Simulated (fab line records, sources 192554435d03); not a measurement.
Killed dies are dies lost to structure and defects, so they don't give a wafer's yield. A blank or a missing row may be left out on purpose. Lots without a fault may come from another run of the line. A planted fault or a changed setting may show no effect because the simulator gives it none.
fab line records | flow n5_finfet
record lots=6 wafers=18 last_day=16
route steps=1938 shown BEOL_M13@1704 BEOL_M14@1716
lots that met no fault: from a run of the same line without faults
start_h: hours from the record's first day to the start of the lot's first wafer shown | wait_h: hours since the lot's step before | " the same as in the row above | L1.1+2: a row that stands for several wafers | - no value, or no start given | * or withheld: withheld | < > ~ a bound
route shown NAME@n: a module of which the file shows steps, and the number in the route of the first | usual: mean/standard deviation of fault-free wafers | same: alike in all rows | chamber/n: place in a boat | sites: the reading at each site | _std_site: their standard deviation | _edge_site: outer sites' mean less inner sites' | radius_mm: how far each site lies from the wafer's centre | mask NAME#n: copy n | behind: the tool/chamber that last shaped the wafer | hold: why the lot was held/for how many hours/how that ended | device: the transistor (n, p or np) that didn't switch | end of line: the same wafers' tests at the end of the route | a step without rows: its recipe alone | killed: dies lost to structure and defects at the first sort, not the wafer's yield | map: a wafer's dies, x killed, . not, _ none there
set.NAME: the setting as run; set.NAME@STEP: as run at that earlier step | model.NAME: the simulator's own value behind a step, which no gauge read
lots at some steps of the route; a table a step, a row a wafer
services: from which hour (start_h, from the record's first day; less than 0 if before it) a tool's chamber was out of use, for how many hours, and why
## steps
# step N5_BEOL_M13_PRE_CLEAN_42
# recipe gas=H2/He time_s=30 temp_c=250
# step N5_BEOL_M13_SPUTTER_43
# recipe material=TaN target_thk_a=150 temp_c=50 bias_v=168.6 power_w=15000 chamber_pressure_pa=0.12 time_s=24.19
# step N5_BEOL_M13_SPUTTER_44
# recipe material=Ta target_thk_a=100 temp_c=50 bias_v=80 power_w=15000 chamber_pressure_pa=0.07 time_s=16.13
# step N5_BEOL_M13_SPUTTER_45
# recipe material=Cu target_thk_a=800 temp_c=-20 bias_v=60 power_w=26000 chamber_pressure_pa=0.13 time_s=13.33
# usual throttle_valve_pct=29.9/0.91
# columns lot.wafer tool chamber start_h wait_h throttle_valve_pct
L441.1 pvd_sputter-02 - 256.85 0.0 29.6
L441.4 " - " " 29.4
L441.5 " - " " 29.4
L443.1 pvd_sputter-01 - 269.03 0.0 30.3
L443.3 " - " " 28.4
L443.4 " - " " 29.5
L445.3 pvd_sputter-01 - 287.01 0.0 29.8
L445.5 " - " " 29.7
L445.6 " - " " 28.0
L446.1 pvd_sputter-03 - 299.97 0.0 29.1
L446.4 " - " " 31.6
L446.5 " - " " 30.4
L453.3 pvd_sputter-02 - 337.56 0.0 29.2
L453.4 " - " " 31.1
L453.5 " - " " 30.0
L454.2 pvd_sputter-02 - 349.15 0.0 30.0
L454.3 " - " " 30.9
L454.5 " - " " 29.5
# step N5_BEOL_M13_ECD_47
# recipe material=Cu target_thk_a=9360
# step N5_BEOL_M13_ANNEAL_48
# recipe temp_c=225 time_s=90 ambient=N2
# usual wafer_temp_C_max=226.2/0.48
# columns lot.wafer tool chamber start_h wait_h wafer_temp_C_max
L441.1 rtp_anneal-02 0 257.93 0.9 226.4
L441.4 " 0 " " 226.3
L441.5 " 0 " " 226.3
L443.1 rtp_anneal-02 0 269.60 0.4 226.7
L443.3 " 0 " " 226.2
L443.4 " 0 " " 226.1
L445.3 rtp_anneal-02 0 287.40 0.2 226.8
L445.5 " 0 " " 226.1
L445.6 " 0 " " 226.6
L446.1 rtp_anneal-02 0 300.34 0.2 226.4
L446.4 " 0 " " 226.6
L446.5 " 0 " " 226.7
L453.3 rtp_anneal-02 0 338.08 0.3 226.3
L453.4 " 0 " " 226.5
L453.5 " 0 " " 226.4
L454.2 rtp_anneal-02 0 349.47 0.2 226.5
L454.3 " 0 " " 226.5
L454.5 " 0 " " 226.5
# step N5_BEOL_M13_CMP_49
# recipe stop_on=SiOC t_overpolish_s=17.1 down_force_psi=1 platen_rpm=50 clearing_platen_down_force_psi=1.5 clearing_platen_rpm=50 post_cmp_clean=cu_alkaline target_thk_nm=420 clearing_platen_pad_velocity_m_s=0.99484 pad_velocity_m_s=0.99484
# usual barrier_field_endpoint_s=30.8/1.1 motor_current_A=6.2/0.83 overpolish_run_s=17.099/0.0079
# columns lot.wafer tool chamber start_h wait_h barrier_field_endpoint_s motor_current_A overpolish_run_s
L441.1 cmp-03 0 258.51 0.5 29.9 7.3 17.089
L441.4 " 2 " " 30.1 6.0 17.100
L441.5 " 1 " " 31.9 5.5 17.104
L443.1 cmp-01 1 270.18 0.5 30.4 7.3 17.098
L443.4 " 2 " " 30.1 5.2 17.096
L443.3 " 0 " " 28.7 6.6 17.104
L445.3 cmp-03 1 287.68 0.2 32.1 5.7 17.094
L445.5 " 3 " " 30.0 5.7 17.111
L445.6 " 0 " " 30.3 8.1 17.111
L446.4 cmp-01 0 300.64 0.1 29.9 6.4 17.087
L446.1 " 2 " " 30.9 5.5 17.100
L446.5 " 1 " " 32.0 7.6 17.091
L453.3 cmp-02 0 338.28 0.2 31.4 6.1 17.099
L453.4 " 3 " " 29.5 6.4 17.096
L453.5 " 0 " " 30.6 5.8 17.090
L454.2 cmp-03 1 349.72 0.2 33.4 5.2 17.100
L454.3 " 3 " " 30.8 5.8 17.092
L454.5 " 2 " " 33.1 6.0 17.098
# step N5_BEOL_M13_THK_MEAS_50
# recipe thk_meas_gauge=xrf reads=Cu_of_BEOL_M13_ECD_47
# usual M13_THK=434/10
# columns lot.wafer tool chamber start_h wait_h M13_THK[nm]
L441.1 film_metro-02 - 258.80 - 435
L441.4 " - " " 421
L441.5 " - " " 422
L443.1 film_metro-02 - 270.48 - 443
L443.3 " - " " 436
L443.4 " - " " 433
L445.3 film_metro-01 - 287.90 - 447
L445.5 " - " " 433
L445.6 " - " " 442
L446.1 film_metro-02 - 300.94 - 438
L446.4 " - " " 437
L446.5 " - " " 433
L453.3 film_metro-01 - 338.58 - 427
L453.4 " - " " 427
L453.5 " - " " 430
L454.2 film_metro-02 - 350.02 - 438
L454.3 " - " " 431
L454.5 " - " " 433
# step N5_BEOL_M13_PRE_CLEAN_52
# recipe gas=NH3 time_s=15 temp_c=withheld rf_power_w=300
# step N5_BEOL_M13_DEP_53
# recipe material=SiCN target_thk_a=500 temp_c=withheld precursor=3MS/NH3 pressure_torr=3 rf_w=675 time_s=17.8
# step N5_BEOL_M13_RS_MEAS_54
# recipe thk_meas_gauge=four-point-probe reads=Cu_of_BEOL_M13_ECD_47+Ta_of_BEOL_M13_SPUTTER_44+TaN_of_BEOL_M13_SPUTTER_43
# usual M13_RS=0.0448/0.0011
# columns lot.wafer tool chamber start_h wait_h M13_RS[ohm/sq]
L441.1 film_metro-02 - 258.93 0.0 0.0451
L441.4 " - " " 0.0466
L441.5 " - " " 0.0464
L443.1 film_metro-02 - 270.61 0.0 0.0442
L443.3 " - " " 0.0448
L443.4 " - " " 0.0454
L445.3 film_metro-01 - 288.03 0.1 0.0434
L445.5 " - " " 0.0449
L445.6 " - " " 0.0440
L446.1 film_metro-02 - 301.07 0.0 0.0446
L446.4 " - " " 0.0445
L446.5 " - " " 0.0452
L453.3 film_metro-02 - 338.71 0.1 0.0452
L453.4 " - " " 0.0452
L453.5 " - " " 0.0446
L454.2 film_metro-01 - 350.15 0.1 0.0444
L454.3 " - " " 0.0450
L454.5 " - " " 0.0450
# step N5_BEOL_M13_INSPECT_55
# recipe inspect_instrument=darkfield mode=post_dep
# usual raw_defect_count=76/22
# columns lot.wafer tool chamber start_h wait_h raw_defect_count
L441.1 defect_inspect-02 - 258.96 0.0 104
L441.4 " - " " 70
L441.5 " - " " 128
L443.1 defect_inspect-02 - 270.63 0.0 123
L443.3 " - " " 91
L443.4 " - " " 84
L445.3 defect_inspect-01 - 288.05 0.0 99
L445.5 " - " " 115
L445.6 " - " " 71
L446.1 defect_inspect-01 - 301.09 0.0 81
L446.4 " - " " 88
L446.5 " - " " 83
L453.3 defect_inspect-02 - 338.73 0.0 82
L453.4 " - " " 55
L453.5 " - " " 106
L454.2 defect_inspect-02 - 350.17 0.0 97
L454.3 " - " " 69
L454.5 " - " " 57
# step N5_BEOL_M14_ILD_DEP_00
# recipe material=SiO2 target_thk_a=11193 temp_c=400 precursor=TEOS/O2 pressure_torr=6.5 rf_w=900 teos_flow_sccm=161.4 gas=O2 flow_sccm=2650 time_s=237.4
# usual chamber_pressure_Torr=6.501/0.015 heater_power_outer_w=315/59 heater_power_w=568/78 showerhead_plenum_p_Torr=8.36/0.031 throttle_valve_pct=19.0/0.92
# columns lot.wafer tool chamber start_h wait_h chamber_pressure_Torr heater_power_outer_w heater_power_w showerhead_plenum_p_Torr throttle_valve_pct
L441.1 pecvd-01 0 258.99 0.0 6.518 313 556 8.36 19.3
L441.4 " 2 " " 6.505 388 574 8.37 18.2
L441.5 " 0 " " 6.495 258 495 8.35 19.8
L443.1 pecvd-04 1 270.67 0.0 6.481 258 566 8.35 19.1
L443.3 " 2 " " 6.491 383 613 8.44 17.6
L443.4 " 1 " " 6.489 302 612 8.36 19.0
L445.3 pecvd-01 2 288.09 0.0 - - - - -
L445.5 " 0 " " - - - - -
L445.6 " 2 " " - - - - -
L446.1 pecvd-04 2 301.13 0.0 - - - - -
L446.4 " 0 " " - - - - -
L446.5 " 1 " " - - - - -
L453.3 pecvd-04 1 338.77 0.0 6.476 271 586 8.35 19.2
L453.4 " 2 " " 6.509 391 637 8.43 18.1
L453.5 " 0 " " 6.512 336 638 8.32 20.6
L454.2 pecvd-02 0 350.21 0.0 6.513 490 821 8.37 20.0
L454.3 " 2 " " 6.492 257 582 8.31 18.3
L454.5 " 2 " " 6.480 300 664 8.31 18.2
# step N5_BEOL_M14_COAT_58
# recipe resist=BARC temp_c=205 time_s=60 spin_rpm=1500 resist_thk_nm=89
# step N5_BEOL_M14_COAT_04
# recipe spin_rpm=1704 resist_thk_nm=800
# step N5_BEOL_M14_EBR_06
# recipe solvent=PGMEA ebr_width_mm=1.5
# step N5_BEOL_M14_SOFTBAKE_05
# recipe temp_c=130 time_s=60
# step N5_BEOL_M14_EXPOSE_07
# recipe mask_id=V13 na=0.8 source_shape=annular sigma_inner=0.5 sigma_outer=0.8 polarization=unpolarized attpsm_phase_deg=180 dose_mj=57
# step N5_BEOL_M14_PEB_08
# recipe peb_temp_c=130 peb_time_s=90
# step N5_BEOL_M14_DEVELOP_09
# recipe develop_time_s=45 rinse_liquid=diw dry=air_spin dev_temp_c=21
# step N5_BEOL_M14_HARDBAKE_14
# recipe temp_c=130 time_s=120
# step N5_BEOL_M14_CD_MEAS_10
# recipe target_cd_nm=250 landing_energy_ev=500 detector=se_inlens polarity=opening
# usual cd_nm=248.8/2.8
# columns lot.wafer tool chamber start_h wait_h cd_nm
L441.1 cd_sem-01 0 259.57 - 250.7
L441.4 " 0 " " 249.5
L441.5 " 0 " " 245.0
L443.1 cd_sem-02 0 271.24 - 249.9
L443.3 " 0 " " 250.4
L443.4 " 0 " " 248.6
L445.3 cd_sem-03 0 288.59 - 250.6
L445.5 " 0 " " 252.7
L445.6 " 0 " " 254.9
L446.1 cd_sem-02 0 301.62 - 250.3
L446.4 " 0 " " 250.0
L446.5 " 0 " " 254.4
L453.3 cd_sem-02 0 339.39 - 247.8
L453.4 " 0 " " 248.8
L453.5 " 0 " " 247.7
L454.2 cd_sem-03 0 350.83 - 248.5
L454.3 " 0 " " 247.4
L454.5 " 0 " " 251.3
# step N5_BEOL_M14_OVL_MEAS_11
# recipe points_per_wafer=44
# usual V13_OVL=4/4.7
# columns lot.wafer tool chamber start_h wait_h V13_OVL[nm]
L441.1 overlay-02 0 259.60 0.0 4
L441.4 " 0 " " 10
L441.5 " 0 " " 1
L443.1 overlay-02 0 271.27 0.0 6
L443.3 " 0 " " 6
L443.4 " 0 " " 5
L445.3 overlay-01 0 288.62 0.0 8
L445.5 " 0 " " 5
L445.6 " 0 " " 5
L446.1 overlay-02 0 301.65 0.0 4
L446.4 " 0 " " -1
L446.5 " 0 " " 3
L453.3 overlay-02 0 339.42 0.0 6
L453.4 " 0 " " 3
L453.5 " 0 " " 6
L454.2 overlay-01 0 350.86 0.0 0
L454.3 " 0 " " 3
L454.5 " 0 " " 5
# step N5_BEOL_M14_INSPECT_12
# recipe mode=adi inspect_instrument=macro
# usual raw_defect_count=2.0/1.5
# columns lot.wafer tool chamber start_h wait_h raw_defect_count
L441.1 defect_inspect-02 - 259.62 0.0 2
L441.4 " - " " 1
L441.5 " - " " 2
L443.1 defect_inspect-01 - 271.30 0.0 5
L443.3 " - " " 1
L443.4 " - " " 3
L445.3 defect_inspect-01 - 288.64 0.0 1
L445.5 " - " " 0
L445.6 " - " " 2
L446.1 defect_inspect-01 - 301.68 0.0 4
L446.4 " - " " 0
L446.5 " - " " 2
L453.3 defect_inspect-02 - 339.44 0.0 0
L453.4 " - " " 6
L453.5 " - " " 2
L454.2 defect_inspect-02 - 350.88 0.0 2
L454.3 " - " " 3
L454.5 " - " " 6
# step N5_BEOL_M14_DESCUM_15
# recipe chemistry=O2 time_s=7.9 source_power_w=50 bias_power_w=20 pressure_mtorr=20 rf_frequency_hz=2.712e+07 temp_c=40 o2_flow_sccm=225
# usual drypump_motor_current_A=5.6/0.46 oes_product_au=0.83/0.069 rf_vpp_V=243.0/1 showerhead_plenum_p_Torr=2.09/0.054 throttle_valve_pct=20.54/0.21
# columns lot.wafer tool chamber start_h wait_h drypump_motor_current_A oes_product_au rf_hours_counter_h rf_vpp_V showerhead_plenum_p_Torr throttle_valve_pct
L441.1 rie_diel-05 1 259.66 0.0 5.3 0.88 45 242.8 2.14 20.71
L441.4 " 1 " " 5.3 0.87 - 243.4 2.14 20.71
L441.5 " 0 " " 5.9 0.70 - 242.3 1.99 20.58
L443.1 rie_diel-04 0 271.33 0.0 4.8 0.80 109 242.5 2.13 20.55
L443.3 " 2 " " 5.5 0.87 60 243.2 2.06 20.85
L443.4 " 3 " " 6.3 0.95 8 244.3 2.16 20.30
L445.3 rie_diel-04 1 288.67 0.0 5.3 0.81 87 241.5 2.00 20.46
L445.5 " 2 " " 5.5 0.85 - 241.7 2.06 20.84
L445.6 " 1 " " 5.3 0.80 - 241.9 2.00 20.47
L446.1 rie_diel-03 1 301.71 0.0 6.3 0.78 125 243.2 2.12 20.67
L446.4 " 0 " " 5.8 0.89 37 242.0 2.04 20.24
L446.5 " 0 " " 5.8 0.88 - 242.0 2.04 20.25
L453.3 rie_diel-04 2 339.48 0.0 5.5 0.82 82 242.1 2.06 20.86
L453.4 " 1 " " 5.3 0.77 104 243.6 2.00 20.50
L453.5 " 2 " " 5.5 0.82 - 242.0 2.06 20.87
L454.2 rie_diel-03 0 350.94 0.1 5.8 0.86 57 243.4 2.04 20.27
L454.3 " 1 " " 6.3 0.78 144 243.5 2.11 20.69
L454.5 " 1 " " 6.3 0.77 - 243.3 2.11 20.70
# step N5_BEOL_M14_ETCH_59
# recipe chemistry=N2/H2 target=BARC target_depth_a=890 overetch_a=267 time_s=67.9 ion_energy_ev=200 pressure_mtorr=30 source_w=840 bias_w=150 n2_flow_sccm=200 h2_flow_sccm=200
# step N5_BEOL_M14_VIA_ETCH_16
# recipe chemistry=C4F8/O2/Ar target=SiO2 he_inner_torr=15 he_outer_torr=30 target_depth_a=12313 time_s=withheld ion_energy_ev=800 pressure_mtorr=20 source_w=1905 bias_w=2040 Ar_flow_sccm=400 C4F8_flow_sccm=16 O2_flow_sccm=12 ends=cleared
# usual drypump_motor_current_A=5.6/0.47 oes_product_au=0.75/0.064 rf_vpp_V=2229/53 showerhead_plenum_p_Torr=3.42/0.069 throttle_valve_pct=30.94/0.25
# columns lot.wafer tool chamber start_h wait_h drypump_motor_current_A oes_product_au rf_vpp_V showerhead_plenum_p_Torr throttle_valve_pct model.etch.depth_nm model.coat_of_BEOL_M14_COAT_04.thk_nm
L441.1 rie_diel-05 1 259.74 0.0 5.3 0.78 2143 3.51 31.44 1114 451.8
L441.4 " 1 " " 5.3 0.79 2143 3.51 31.43 1141 448.4
L441.5 " 0 " " 6.0 0.62 2161 3.25 30.71 1133 444.2
L443.1 rie_diel-04 0 271.42 0.0 4.8 0.72 2255 3.46 30.94 1113 449.4
L443.3 " 2 " " 5.5 0.77 2200 3.32 30.94 1119 444.6
L443.4 " 3 " " 6.3 0.87 2272 3.50 30.68 1119 449.6
L445.3 rie_diel-04 1 288.76 0.0 5.3 0.30 2254 3.36 30.54 0 709.8
L445.5 " 2 " " 5.5 0.31 2198 3.32 30.20 0 708.2
L445.6 " 1 " " 5.3 0.31 2253 3.36 30.55 0 709.2
L446.1 rie_diel-03 1 301.80 0.0 6.3 0.30 2307 3.44 30.20 0 717.6
L446.4 " 0 " " 5.8 0.33 2148 3.38 30.07 0 718.8
L446.5 " 0 " " 5.8 0.34 2148 3.38 30.11 0 719.8
L453.3 rie_diel-04 2 339.56 0.0 5.5 0.75 2197 3.31 30.95 1139 441.6
L453.4 " 1 " " 5.3 0.71 2253 3.35 31.28 1143 460.4
L453.5 " 2 " " 5.5 0.75 2196 3.31 30.93 1129 445.6
L454.2 rie_diel-03 0 351.03 0.0 5.8 0.76 2149 3.37 30.82 1102 459.6
L454.3 " 1 " " 6.4 0.69 2306 3.43 30.91 1116 447.8
L454.5 " 1 " " 6.3 0.69 2307 3.43 30.90 1145 443
# step N5_BEOL_M14_STRIP_63
# recipe chemistry=O2 power_w=600 temp_c=60 pressure_mtorr=30 rf_frequency_hz=6e+07 bias_power_w=0 overash_fraction=0.3 o2_flow_sccm=225
# step N5_BEOL_M14_STRIP_64
# recipe chemistry=O2 power_w=600 temp_c=60 pressure_mtorr=30 rf_frequency_hz=6e+07 bias_power_w=0 overash_fraction=0.3 o2_flow_sccm=225
# usual drypump_motor_current_A=5.6/0.47 oes_product_au=0.83/0.07 rf_vpp_V=3.7/0.51 showerhead_plenum_p_Torr=2.10/0.054 throttle_valve_pct=16.73/0.19
# columns lot.wafer tool chamber start_h wait_h drypump_motor_current_A oes_product_au rf_hours_counter_h rf_vpp_V showerhead_plenum_p_Torr throttle_valve_pct
L441.1 rie_diel-05 1 - - 5.3 0.87 45 4.6 2.14 16.82
L441.4 " 1 " " 5.3 0.88 - 4.7 2.14 16.82
L441.5 " 0 " " 6.0 0.71 - 3.7 1.99 16.85
L443.1 rie_diel-04 0 - - 4.8 0.80 110 3.5 2.13 16.73
L443.3 " 2 " " 5.5 0.86 60 3.9 2.07 16.94
L443.4 " 3 " " 6.3 0.95 8 3.2 2.16 16.44
L445.3 rie_diel-04 1 - - 5.3 0.80 87 4.3 2.01 16.72
L445.5 " 2 " " 5.5 0.85 - 2.7 2.07 16.96
L445.6 " 1 " " 5.3 0.80 - 4.8 2.01 16.74
L446.1 rie_diel-03 1 - - 6.3 0.78 125 4.3 2.12 16.86
L446.4 " 0 " " 5.8 0.88 37 2.7 2.05 16.44
L446.5 " 0 " " 5.8 0.88 - 3.4 2.05 16.46
L453.3 rie_diel-04 2 - - 5.5 0.82 83 3.0 2.06 16.98
L453.4 " 1 " " 5.3 0.78 105 2.9 2.00 16.76
L453.5 " 2 " " 5.5 0.83 - 3.0 2.06 16.99
L454.2 rie_diel-03 0 - - 5.8 0.86 57 3.3 2.04 16.50
L454.3 " 1 " " 6.3 0.77 144 3.7 2.12 16.92
L454.5 " 1 " " 6.3 0.77 - 3.9 2.12 16.90
# step N5_BEOL_M14_STRIP_71
# recipe chemistry=post_etch_residue_remover time_s=60 temp_c=25 remover_ph=withheld remover_water_wt_pct=withheld remover_fluoride_wt_pct=withheld
# step N5_BEOL_M14_SRD_72
# recipe time_s=30 temp_c=23 rinse_liquid=diw dry=n2_spin spin_rpm=1500 dry_time_s=30
# step N5_BEOL_M14_CD_MEAS_17
# recipe target_cd_nm=250 polarity=opening
# usual cd_nm=249/3
# columns lot.wafer tool chamber start_h wait_h cd_nm
L441.1 cd_sem-03 - 260.10 0.0 252
L441.4 " - " " 252
L441.5 " - " " 243
L443.1 cd_sem-01 - 271.77 0.0 251
L443.3 " - " " 251
L443.4 " - " " 251
L445.3 cd_sem-03 - 289.12 0.0 -
L445.5 " - " " -
L445.6 " - " " -
L446.1 cd_sem-01 - 302.15 0.0 -
L446.4 " - " " -
L446.5 " - " " -
L453.3 cd_sem-01 - 339.92 0.0 249
L453.4 " - " " 249
L453.5 " - " " 249
L454.2 cd_sem-03 - 351.42 0.0 248
L454.3 " - " " 246
L454.5 " - " " 250
# step N5_BEOL_M14_COAT_65
# recipe resist=SOC temp_c=250 time_s=60 spin_rpm=1500 resist_thk_nm=450
## services
# columns tool chamber start_h hours kind
pecvd-01 1 246.46 25.7 repair
cmp-01 - 248.37 4.8 pm
cmp-02 - 255.23 2.4 repair
pecvd-04 1 255.50 5.5 scheduled_down
rie_diel-05 3 257.16 2.8 repair
cmp-02 - 259.41 8.9 repair
pecvd-04 0 260.96 16.5 scheduled_down
rie_diel-04 2 277.62 3.7 repair
cmp-01 - 277.89 4.0 pm
cmp-02 - 280.10 1.0 repair
cmp-01 - 281.89 - consumable_replace:conditioner
cmp-02 - 284.72 8.9 pm
cmp-02 - 295.37 4.2 pm
cmp-03 - 297.69 2.2 repair
pecvd-04 - 299.98 0.4 repair
pvd_sputter-01 - 301.73 2.1 repair
pvd_sputter-01 - 310.66 1.0 repair
rie_diel-05 - 312.87 0.5 repair
rie_diel-05 - 314.04 0.3 repair
pvd_sputter-01 - 328.15 1.8 repair
rie_diel-03 3 328.53 19.9 repair
rie_diel-05 1 338.88 7.3 repair
cmp-02 - 345.09 6.3 repair
rie_diel-05 2 346.91 6.7 repair
## key
first_sign step=N5_BEOL_M14_ILD_DEP_00 reading=tool_record direction=missing
effect step=N5_BEOL_M14_VIA_ETCH_16 reading=oes_product_au direction=down sigmas=6.8 usual=0.75 struck=0.32
effect step=N5_BEOL_M14_CD_MEAS_17 reading=cd_nm direction=missing
model_effect step=N5_BEOL_M14_VIA_ETCH_16 value=etch.depth_nm without=1132 struck=0
met_at N5_BEOL_M14_ILD_DEP_00
struck_wafers L445.3,L445.5,L445.6,L446.1,L446.4,L446.5
later_rows_left_out L445.3,L445.5,L445.6,L446.1,L446.4,L446.5
sort_left_out L445.3,L445.5,L445.6,L446.1,L446.4,L446.5
onset_between 270.67 288.09
fault kind=skipped_step_whole tool=pecvd-01,pecvd-04 chamber=- onset_h=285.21 steps=N5_BEOL_M14_ILD_DEP_00 scope=struck_lots_only
# sort_left_out: the simulated sort isn't trusted on such a fault, so these wafers' sort isn't shown, and their yield isn't known
# later_rows_left_out: the simulator's readings of these wafers behind a module that went badly wrong aren't trusted and aren't shown, but for the sort
